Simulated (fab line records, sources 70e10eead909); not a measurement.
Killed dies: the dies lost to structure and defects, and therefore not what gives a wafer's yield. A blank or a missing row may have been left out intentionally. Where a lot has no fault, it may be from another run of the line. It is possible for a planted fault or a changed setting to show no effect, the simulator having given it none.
Chamber matching :: flow nandHarc :: NHARC_A_CONTACT_DEP_29 on pecvd-02: 3 sister chambers
The step deposits SiON, target thk 70 nm. 3 wafers are shown with their chamber, then 10 later ones without.

== WAFERS WITH THEIR CHAMBER ==
wafer: L714.2
chamber: 2
heaterPowerW (W): 913

wafer: L719.2
chamber: 0
heaterPowerW (W): 941

wafer: L719.4
chamber: 1
heaterPowerW (W): 772

== WAFERS WITHOUT THEIR CHAMBER ==
wafer: L719.6
heaterPowerW (W): 838

wafer: L721.1
heaterPowerW (W): 748

wafer: L721.2
heaterPowerW (W): 928

wafer: L721.5
heaterPowerW (W): 763

wafer: L726.2
heaterPowerW (W): 996

wafer: L726.4
heaterPowerW (W): 913

wafer: L726.5
heaterPowerW (W): 841

wafer: L725.2
heaterPowerW (W): 726

wafer: L725.4
heaterPowerW (W): 975

wafer: L725.6
heaterPowerW (W): 713

== EACH ONE'S CHAMBER ==
wafer: L719.6
from the rows above: can't be placed: 1 or 2 or 0
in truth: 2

wafer: L721.1
from the rows above: 1
in truth: 1

wafer: L721.2
from the rows above: can't be placed: 0 or 2
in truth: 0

wafer: L721.5
from the rows above: 1
in truth: 1

wafer: L726.2
from the rows above: can't be placed: 0 or 2
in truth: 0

wafer: L726.4
from the rows above: can't be placed: 2 or 0
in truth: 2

wafer: L726.5
from the rows above: can't be placed: 1 or 2 or 0
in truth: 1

wafer: L725.2
from the rows above: 1
in truth: 1

wafer: L725.4
from the rows above: can't be placed: 0 or 2
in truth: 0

wafer: L725.6
from the rows above: 1
in truth: 1
Correct placement for 4 of the 10. From these rows, 6 cannot be placed; in 6 the true chamber is one of the candidates. Number placed wrongly: 0.
How it was worked out, from the rows above alone: a wafer's distance from a chamber is the root of the sum, over the readings, of the square of ((its reading less the chamber's mean) divided by the reading's scatter). If the next closest chamber is less than 2 further off than the closest, the wafer can't be placed; otherwise it belongs to the closest. A chamber's mean is the mean of its shown wafers. The scatter: with one shown wafer a chamber, the root of the mean of the squares of how far each hidden wafer lies from its nearest shown one.
